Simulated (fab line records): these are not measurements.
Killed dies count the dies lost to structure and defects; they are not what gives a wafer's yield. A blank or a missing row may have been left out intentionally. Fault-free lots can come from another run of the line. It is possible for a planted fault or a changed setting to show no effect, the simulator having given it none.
fab line records | flow n5Finfet
[record] lots = 4 wafers = 12 lastDay = 16
route steps=1938 shown HKMG_FIN@407 BEOL_M4@1111 PASSIVATION@1936
lots with no fault: from the same line, run without faults
startH: hours from the record's first day to the start of the lot's first wafer shown | waitH: how many hours have passed since the lot's step before this one | " repeats the value in the row above | L1.1+2: a single row standing in for several wafers | - no value, or no start given | * or withheld: withheld | < > ~ a bound
route shown NAME@n: a module of which the file shows steps, and the number in the route of the first | usual: mean/standard deviation taken from wafers without a fault | same: alike in all rows | chamber/n: place in a boat | sites: per-site readings | _std_site: standard deviation of those values | _edge_site: the outer-site mean with the inner-site mean subtracted | radiusMm: for every site, how far away it sits from the centre of the wafer | mask NAME#n: copy n | behind: tool/chamber where the wafer was last shaped | hold: cause of the lot's hold/its duration in hours/its outcome | device: the transistor (n, p or np) that didn't switch | end of line: the route-end tests of the same wafers | where a step has no rows: the recipe by itself | killed: count of dies lost to structure and defects at first sort (not the wafer's yield) | map: dies across one wafer; x = killed, . = not, _ = none there
set.NAME: the run value of the setting; set.NAME@STEP: its run value at that earlier step | model.NAME: the simulator's own value behind a step, which no gauge read
lots at some steps of the route; a table a step, a row a wafer
services: the hour from which a tool's chamber was out of use, counted from the record's first day as startH (under 0 if before that day), plus the number of hours and why
[[steps]]
[step N5_HKMG_FIN_STRIP_93]
[recipe] chemistry = N2/H2 material = SOC timeS = 20 powerW = 500 tempC = 40 pressureMtorr = 50 rfFrequencyHz = 6e+07 biasPowerW = 8 h2Frac = 0.5 n2FlowSccm = 300 h2FlowSccm = 300
[step N5_HKMG_FIN_WET_ETCH_76]
[recipe] chemistry = dNH4OH mix = 1:50 tempC = 25 target = Al2O3 stopOn = La2O3 targetDepthNm = 2.25 dry = ipaMarangoni rinseTimeS = 30 rinseTempC = 23
[step N5_HKMG_FIN_STRIP_60]
[recipe] chemistry = N2/H2 powerW = 2500 tempC = 300 h2Frac = 0.65 timeS = 360 pressureMtorr = withheld n2FlowSccm = 1750 h2FlowSccm = 3250
[step N5_HKMG_FIN_WET_ETCH_77]
[recipe] chemistry = dHCl mix = 1:10000 tempC = 25 target = La2O3 stopOn = HfO2 targetDepthNm = 2
[step N5_HKMG_FIN_WET_ETCH_78]
[recipe] chemistry = dNH4OH mix = 1:50 tempC = 25 target = Al2O3 stopOn = La2O3 targetDepthNm = 4.5 dry = ipaMarangoni rinseTimeS = 30 rinseTempC = 23
[step N5_HKMG_FIN_ALD_79]
[recipe] material = TiN targetThkA = 15 tempC = 400 aldPrecursorFamily = TiCl4 aldCoReactant = NH3 pulseTimeS = 1 purgeTimeS = 3 coReactantPurgeTimeS = 2 coReactantPulseTimeS = 2 aldCycles = 68 pressureTorr = 3
[step N5_HKMG_FIN_CVD_62]
[recipe] material = a-Si targetThkA = 30 tempC = 500 precursor = Si2H6 pressureTorr = 1 timeS = 20.8
[step N5_HKMG_FIN_RTA_80]
[recipe] tempC = withheld timeS = 2 ambient = N2 idleTempC = 600 rampUpCPerS = 150 rampDownCPerS = 60 coolToC = 600
[step N5_HKMG_FIN_PRECLEAN_64]
[recipe] chemistry = dHF timeS = 30 tempC = 25 dilution = withheld
[step N5_HKMG_FIN_WET_ETCH_65]
[recipe] chemistry = TMAH tempC = 70 concWtPct = 5 target = a-Si stopOn = TiN timeS = 49 targetDepthNm = 3
[step N5_HKMG_FIN_WET_ETCH_81]
[recipe] chemistry = SC1 target = TiN stopOn = HfO2 mix = 1:1:5 tempC = 60 timeS = 57 targetDepthNm = 6
[step N5_HKMG_FIN_WET_ETCH_82]
[recipe] chemistry = dHCl mix = 1:10000 tempC = 25 target = La2O3 stopOn = HfO2 targetDepthNm = 2 dry = ipaMarangoni rinseTimeS = 30 rinseTempC = 23
[step N5_HKMG_FIN_ALD_36]
[recipe] material = TiN targetThkA = 10 tempC = 400 aldPrecursorFamily = TiCl4 aldCoReactant = NH3 pulseTimeS = 1 purgeTimeS = 3 coReactantPurgeTimeS = 2 coReactantPulseTimeS = 2 aldCycles = 47 pressureTorr = 3
[usual] aldCycles = 47/0 heaterPowerW = 862/65 precursorPulseHeightRel = 0.999/0.02
[same] coReactantPurgeTimeS = 2
// columns lot.wafer tool chamber startH waitH aldCycles heaterPowerW precursorPulseHeightRel model.TiN_of_HKMG_FIN_ALD_36.thkNm
L927.1 aldMetal-01 2 73.85 0.0 47 965 0.998 1
L927.2 " 1 " " 47 891 1.005 1
L927.6 " 2 " " 47 941 1.038 1
L931.1 aldMetal-01 2 96.86 0.0 90 946 1.024 1.8
L931.3 " 1 " " 47 913 1.066 1
L931.5 " 0 " " 47 941 0.994 1
L935.1 aldMetal-01 0 120.51 0.0 90 963 1.033 2
L935.3 " 3 " " 47 816 1.023 1
L935.6 " 3 " " 90 829 0.987 2
L944.2 aldMetal-04 3 174.88 0.0 47 797 0.987 1
L944.5 " 0 " " 47 887 0.984 1
L944.6 " 3 " " 47 770 1.009 1
[step N5_HKMG_FIN_PWFM_ALD_03]
[recipe] material = TiN targetThkA = 20 tempC = 400 aldPrecursorFamily = TiCl4 aldCoReactant = NH3 pulseTimeS = 1 purgeTimeS = 3 coReactantPurgeTimeS = 2 coReactantPulseTimeS = 2 aldCycles = 91 pressureTorr = 3
[step N5_HKMG_FIN_COAT_29]
[recipe] resist = SOC tempC = 250 timeS = 60 spinRpm = 1500 resistThkNm = 300
[step N5_HKMG_FIN_COAT_30]
[recipe] resist = SiARC tempC = 220 timeS = 60 spinRpm = 1500 resistThkNm = 35
[step N5_HKMG_FIN_COAT_06]
[recipe] resist = CAR-ArF spinRpm = 1500 resistThkNm = 90
[step N5_HKMG_FIN_EBR_08]
[recipe] solvent = PGMEA ebrWidthMm = 1.5
[step N5_HKMG_FIN_SOFTBAKE_07]
[recipe] tempC = 110 timeS = 60 resist = CAR-ArF
[step N5_HKMG_FIN_EXPOSE_09]
[recipe] maskId = NWFM na = 1.35 sourceShape = conventional sigmaOuter = 0.8 polarization = unpolarized doseMj = 39.25
[step N5_HKMG_FIN_PEB_10]
[recipe] pebTempC = withheld pebTimeS = 60 resist = CAR-ArF
[step N5_HKMG_FIN_DEVELOP_11]
[recipe] developTimeS = 30 developer = TMAH resist = CAR-ArF devTempC = 23 rinseLiquid = diw dry = airSpin
[step N5_HKMG_FIN_DESCUM_17]
[recipe] chemistry = O2 timeS = 7.9 sourcePowerW = 50 biasPowerW = 20 pressureMtorr = 20 rfFrequencyHz = 2.712e+07 tempC = 40 resist = CAR-ArF o2FlowSccm = 225
[step N5_HKMG_FIN_ETCH_31]
[recipe] chemistry = CF4 target = SiARC targetDepthA = 455 maskMaterial = CAR-ArF timeS = 75.8 ionEnergyEv = 80 pressureMtorr = 40 sourceW = 545 biasW = 36 Ar_flow_sccm = 100 cf4FlowSccm = 100 ends = cleared
[step N5_HKMG_FIN_ETCH_32]
[recipe] chemistry = N2/H2 target = SOC targetDepthA = 2400 tempC = 40 timeS = 300 ionEnergyEv = 200 maskMaterial = SiARC pressureMtorr = 30 sourceW = 840 biasW = 150 n2FlowSccm = 200 h2FlowSccm = 200
[step N5_HKMG_FIN_STRIP_33]
[recipe] chemistry = N2/H2 tempC = 40 n2FlowSccm = 200 h2FlowSccm = 200 rfFrequencyHz = 6e+07
[step N5_HKMG_FIN_STRIP_34]
[recipe] chemistry = CF4 resist = SiARC powerW = 300 biasPowerW = 75 pressureMtorr = 50 cf4FlowSccm = 150 rfFrequencyHz = 6e+07
[step N5_HKMG_FIN_ETCH_35]
[recipe] chemistry = N2/H2 target = SOC targetDepthA = 2158 ionEnergyEv = 65 biasW = 5 sourceW = 3000 timeS = 243.4 pressureMtorr = 30 n2FlowSccm = 200 h2FlowSccm = 200
[step N5_HKMG_FIN_STRIP_92]
[recipe] chemistry = N2/H2 material = SOC timeS = 20 powerW = 500 tempC = 40 pressureMtorr = 50 rfFrequencyHz = 6e+07 biasPowerW = 8 h2Frac = 0.5 n2FlowSccm = 300 h2FlowSccm = 300
[step N5_HKMG_FIN_WET_ETCH_18]
[recipe] chemistry = SC1 target = TiN mix = 1:1:5 tempC = * timeS = 55 targetDepthNm = 5.2 dry = ipaMarangoni rinseTimeS = 30 rinseTempC = 23
[step N5_HKMG_FIN_STRIP_19]
[recipe] chemistry = N2/H2 powerW = 2500 tempC = 300 h2Frac = 0.65 timeS = 360 pressureMtorr = withheld n2FlowSccm = 1750 h2FlowSccm = 3250
[step N5_HKMG_FIN_ALD_91]
[recipe] material = TiN targetThkA = 10 tempC = 400 aldPrecursorFamily = TiCl4 aldCoReactant = NH3 pulseTimeS = 1 purgeTimeS = 3 coReactantPurgeTimeS = 2 coReactantPulseTimeS = 2 aldCycles = 47 pressureTorr = 3
[step N5_HKMG_FIN_COAT_85]
[recipe] resist = SOC tempC = 250 timeS = 60 spinRpm = 1500 resistThkNm = 300
[step N5_HKMG_FIN_ETCH_86]
[recipe] chemistry = N2/H2 target = SOC targetDepthA = 3932 stopOn = TiN ionEnergyEv = 100 biasW = 61 pressureMtorr = 30 sourceW = 850 n2FlowSccm = 200 h2FlowSccm = 200
[step N5_HKMG_FIN_STRIP_89]
[recipe] chemistry = N2/H2 material = SOC timeS = 20 powerW = 500 tempC = 40 pressureMtorr = 50 rfFrequencyHz = 6e+07 biasPowerW = 8 h2Frac = 0.5 n2FlowSccm = 300 h2FlowSccm = 300
[step N5_HKMG_FIN_WET_ETCH_87]
[recipe] chemistry = SC1 target = TiN mix = 1:2:40 tempC = 50 timeS = 154.2 targetDepthNm = 4.7 dry = ipaMarangoni rinseTimeS = 30 rinseTempC = 23
[step N5_HKMG_FIN_STRIP_88]
[recipe] chemistry = N2/H2 powerW = 2500 tempC = 300 h2Frac = 0.65 timeS = 360 pressureMtorr = withheld n2FlowSccm = 1750 h2FlowSccm = 3250
[step N5_HKMG_FIN_NWFM_ALD_20]
[recipe] material = TiAlC targetThkA = 20 tempC = 300 aldPrecursorFamily = TiCl4 aldCoReactant = TEA pulseTimeS = 3 purgeTimeS = 2 coReactantPurgeTimeS = 2 coReactantPulseTimeS = 10 aldCycles = 7 pressureTorr = 3
[step N5_BEOL_M4_RC_MEAS_101]
[usual] DIBL_N = 35.9/1.7 DIBL_P = 35.8/2.2 IOFF_N = 0.15/0.03 IOFF_P = 0.21/0.036 IOFF_P_85C = 3.6/0.52 IOFF_P_LIN = 0.098/0.013 IOFF_P_LONG = 0.000103/9.1e-06 ION_N = 674/12 ION_P = 463/7.2 SS_N = 71.3/0.59 SS_P = 73.1/0.69 VT_N = 250/3 VT_P = -251/3.2 VT_P_LONG = -276.1/2.5 VT_P_LVT = -99.0/2.9
// columns lot.wafer tool chamber startH waitH DIBL_N[mV/V] DIBL_P[mV/V] IOFF_N[nA/um] IOFF_P[nA/um] IOFF_P_85C[nA/um] IOFF_P_LIN[nA/um] IOFF_P_LONG[nA/um] ION_N[uA/um] ION_P[uA/um] SS_N[mV/dec] SS_P[mV/dec] VT_N[mV] VT_P[mV] VT_P_LONG[mV] VT_P_LVT[mV]
L927.1 prober-02 0 160.27 0.0 34.4 34.6 0.13 0.19 3.3 0.095 0.000113 672 464 71.2 72.9 251 -253 -273.2 -99.1
L927.2 " 0 " " 35.9 36.8 0.15 0.22 3.7 0.105 0.000104 674 472 71.2 73.7 251 -249 -274.6 -97.7
L927.6 " 0 " " 35.3 36.3 0.14 0.21 3.6 0.102 0.000104 672 466 71.1 73.3 248 -252 -277.0 -97.2
L931.1 prober-01 0 186.03 0.0 37.2 37.6 0.17 0.68 9.8 0.306 0.000217 678 511 71.9 73.4 251 -220 -250.4 -65.5
L931.3 " 0 " " 36.8 36.5 0.17 0.22 3.9 0.102 0.000104 683 470 71.4 73.9 248 -249 -276.1 -95.0
L931.5 " 0 " " 37.8 38.2 0.19 0.25 4.2 0.109 0.0001 678 469 72.3 74.0 248 -250 -278.8 -94.4
L935.1 prober-01 0 229.84 0.0 35.8 38.2 0.16 0.71 10.0 0.325 0.000216 679 518 70.8 73.2 249 -216 -250.9 -66.4
L935.3 " 0 " " 33.6 33.8 0.12 0.16 2.9 0.084 9.2e-05 666 460 70.9 72.4 255 -252 -275.9 -102.3
L935.6 " 0 " " 35.3 36.1 0.13 0.59 8.7 0.282 0.000211 671 517 71.1 73.3 254 -222 -252.5 -68.9
L944.2 prober-01 0 271.74 0.2 39.8 40.8 0.26 0.31 5.1 0.135 0.00011 709 479 72.2 74.6 242 -245 -272.8 -94.8
L944.5 " 0 " " 35.2 35.9 0.15 0.22 3.9 0.108 0.00011 676 470 71.8 72.9 248 -248 -274.2 -99.1
L944.6 " 0 " " 31.8 31.7 0.10 0.16 2.9 0.083 0.000118 663 462 71.2 71.7 255 -255 -272.2 -103.7
[step N5_PASSIVATION_PROBE_49]
[usual] defectLimitedYield = 91.0/1.5 killed_at_M0_to_M3 = 35/12 killed_at_M4_up = 15/5.8 killedAtContacts = 14/7.2 killedAtFrontEnd = 40/10 killedAtOther = 3/3 killedDies = 106/18 killedOpen = 68/14 killedShort = 35/7.2 sort_bin_4_leakage = 0.00/0.0071 sort_bin_5_function = 5.2/0.96 sort_bin_6_memory = 3.3/0.69 sortNPass = 1074/18 sortYieldPct = 91.0/1.5
[same] grossDies = 1180 killedAtBackSide = 0 sort_bin_8_speed[%] = 0
// columns lot.wafer tool chamber startH waitH defectLimitedYield[%] killed_at_M0_to_M3 killed_at_M4_up killedAtContacts killedAtFrontEnd killedAtOther killedDies killedOpen killedShort sort_bin_4_leakage[%] sort_bin_5_function[%] sort_bin_6_memory[%] sortNPass sortYieldPct[%]
L927.1 prober-02 - 263.95 0.0 92.2 25 9 20 38 0 92 67 24 0 4.2 3.2 1088 92.2
L927.2 prober-02 - 264.00 0.1 89.7 33 14 27 45 2 121 80 35 0 5.4 4.0 1059 89.7
L927.6 prober-02 - 264.20 0.3 92.1 39 8 15 26 5 93 59 33 0 5.1 2.5 1087 92.1
L931.1 prober-02 - 288.47 0.0 90.7 24 24 10 46 6 110 74 35 47.80 4.9 4.1 506 42.9
L935.1 prober-02 - 335.43 0.0 90.7 29 17 18 44 2 110 77 31 62.20 5.0 4.0 336 28.5
L935.3 prober-02 - 335.53 0.1 91.9 24 19 19 30 3 95 66 29 0 4.9 3.1 1085 91.9
L935.6 prober-02 - 335.68 0.3 91.1 36 17 15 35 2 105 62 43 25.34 5.0 3.7 776 65.8
// killed by level:class
L927.1 MOL_CONTACT_COAG:geometricParticle:open=18 FIN_SAQP:geometricParticle:open=12 FIN_SAQP:geometricParticle:short=9 BEOL_M2:geometricParticle:open=8 DUMMY_GATE:geometricParticle:open=5 BEOL_M0_SAQP:geometricParticle:open=4 STI_FIN_REVEAL:geometricParticle:open=3 GATE_CUT:geometricParticle:open=3
L927.2 MOL_CONTACT_COAG:geometricParticle:open=18 BEOL_M1:geometricParticle:open=12 BEOL_M0_SAQP:geometricParticle:open=11 MOL_CONTACT_COAG:geometricParticle:short=9 FIN_SAQP:geometricParticle:open=8 FIN_SAQP:geometricParticle:short=7 DUMMY_GATE:geometricParticle:open=5 BEOL_M3:geometricParticle:open=5
L927.6 BEOL_M1:geometricParticle:open=13 MOL_CONTACT_COAG:geometricParticle:open=11 FIN_SAQP:geometricParticle:open=9 BEOL_M0_SAQP:geometricParticle:open=8 BEOL_M0_SAQP:geometricParticle:short=7 FIN_SAQP:geometricParticle:short=5 MOL_CONTACT_COAG:geometricParticle:short=4 BEOL_M2:geometricParticle:short=3
L931.1 BEOL_M4:geometricParticle:open=11 FIN_SAQP:geometricParticle:open=10 FIN_SAQP:geometricParticle:short=8 STI_FIN_REVEAL:geometricParticle:open=7 MOL_CONTACT_COAG:geometricParticle:open=7 BEOL_M3:geometricParticle:open=7 BEOL_M0_SAQP:geometricParticle:open=6 ILD0:geometricParticle:open=5
L935.1 MOL_CONTACT_COAG:geometricParticle:open=18 STI_FIN_REVEAL:geometricParticle:open=12 FIN_SAQP:geometricParticle:short=10 BEOL_M4:geometricParticle:open=9 BEOL_M3:geometricParticle:open=8 GATE_CUT:geometricParticle:open=6 BEOL_M1:geometricParticle:short=5 STARTING-WAFER:geometricParticle:short=5
L935.3 BEOL_M4:geometricParticle:open=13 MOL_CONTACT_COAG:geometricParticle:open=12 MOL_CONTACT_COAG:geometricParticle:short=7 STI_FIN_REVEAL:geometricParticle:open=6 DUMMY_GATE:geometricParticle:short=6 DUMMY_GATE:geometricParticle:open=6 BEOL_M3:geometricParticle:open=6 BEOL_M0_SAQP:geometricParticle:open=5
L935.6 MOL_CONTACT_COAG:geometricParticle:open=12 FIN_SAQP:geometricParticle:short=10 BEOL_M2:geometricParticle:open=9 BEOL_M0_SAQP:geometricParticle:short=8 FIN_SAQP:geometricParticle:open=7 BEOL_M4:geometricParticle:open=7 BEOL_M0_SAQP:geometricParticle:open=6 BEOL_M1:geometricParticle:short=4
// map L931.1 (x killed, . not)
_________________.........x..________________
______________......x.....x....._____________
___________x.............x.........__________
__________.....xx.........x........._________
________........x.x.....x.....xx...xx._______
_______.....x..x...x...................______
______...................x....x.....x..._____
_____....x...x...........................____
____.x.........x......x.........xx..x.....___
___x...................................x...__
___...xx.....xx............................__
__.....................x..x....x..x........._
__....x...........................x........._
_...............xx...........x...............
_..............................x...x.........
_...........x...........x..x.........x.......
_.x.xx...x..x.......x......x...............xx
_.......x.x.......................x..........
_.....................x.x....................
_........x.........xx......................x.
_..................xx..x.....x.........xx.x..
__.......x.................................._
__...x...............x.........x............_
___.x.........................x............__
___.x........xxx......x............x....x..__
____........................x..x.......x..___
_____............x..x.x......x...........____
______........x........x................_____
_______.x..............x....x..........______
________.......x.......x.............._______
__________.......xx.......x......x.._________
___________........................__________
______________...........x.....x_____________
_________________.......xx...________________
// map L935.1 (x killed, . not)
_________________..x..x......________________
______________..x....x...x......_____________
___________................x.......__________
__________..x..x..................x._________
________..................x....x...x.._______
_______x...............................______
______.x.....x.............x............_____
_____....x......x.......x................____
____.......x...x....x......x....x..x......___
___..xx......x.........x..........x....x...__
___..x.x...................................__
__...x..........x...............x...x......._
__....................................x...x._
_x......x..........x....x.......xx...........
_.x..........................x..x..x.........
_....x...............x...x..x.x..............
_...................xx..................x....
_.........x................xx................
_......x.......x.....x................x..x...
_........................x....x..............
_.................x.........x.........xx.....
__.........................................x_
__........x................................._
___....x.........................x.........__
___.xx.............x...x........x..x...x...__
____.....x...........x.x..x...........x...___
_____......x....x.xx.........x........x..____
______......................x..........._____
_______......x.............x.x......x..______
________........xx...x.x......x.x....._______
__________x...x.............x.....x._________
___________...............x........__________
______________.................._____________
_________________....x.......________________
[[services]]
// columns tool chamber startH hours kind
aldMetal-01 3 122.01 6.1 repair
aldMetal-01 - 158.04 6.0 pm
aldMetal-04 - 165.34 8.7 pm
aldMetal-01 2 166.55 6.6 repair
[[key]]
[firstSign] step = N5_HKMG_FIN_ALD_36 reading = aldCycles direction = up sigmas = 99+ usual = * struck = *
[effect] step = N5_BEOL_M4_RC_MEAS_101 reading = IOFF_P_LIN direction = up sigmas = 16 usual = 0.098 struck = 0.304
[effect] step = N5_BEOL_M4_RC_MEAS_101 reading = IOFF_P direction = up sigmas = 13 usual = 0.21 struck = 0.66
[effect] step = N5_BEOL_M4_RC_MEAS_101 reading = IOFF_P_LONG direction = up sigmas = 12 usual = 0.000103 struck = 0.000215
[effect] step = N5_BEOL_M4_RC_MEAS_101 reading = IOFF_P_85C direction = up sigmas = 11 usual = 3.6 struck = 9.5
[effect] step = N5_BEOL_M4_RC_MEAS_101 reading = VT_P_LVT direction = up sigmas = 11 usual = -99.0 struck = -66.9
[effect] step = N5_BEOL_M4_RC_MEAS_101 reading = VT_P_LONG direction = up sigmas = 10 usual = -276.1 struck = -251.2
[effect] step = N5_BEOL_M4_RC_MEAS_101 reading = VT_P direction = up sigmas = 9.9 usual = -251 struck = -219
[effect] step = N5_BEOL_M4_RC_MEAS_101 reading = ION_P direction = up sigmas = 7.2 usual = 463 struck = 515
[effect] step = N5_PASSIVATION_PROBE_49 reading = sort_bin_4_leakage direction = up sigmas = 99+ usual = 0.00 struck = 45.11
[modelEffect] step = N5_HKMG_FIN_ALD_36 value = TiN_of_HKMG_FIN_ALD_36.thkNm without = 1 struck = 1.933
metAt N5_HKMG_FIN_ALD_36
struckWafers L931.1,L935.1,L935.6
onsetBetween 73.85 96.86
[fault] kind = processParameterDrift tool = aldMetal-01 chamber = - onsetH = 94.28 steps = N5_HKMG_FIN_ALD_36 channel = aldCycles offset = * shape = step endH = 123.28 scope = struckWafersOnly actsIn = * stated = *
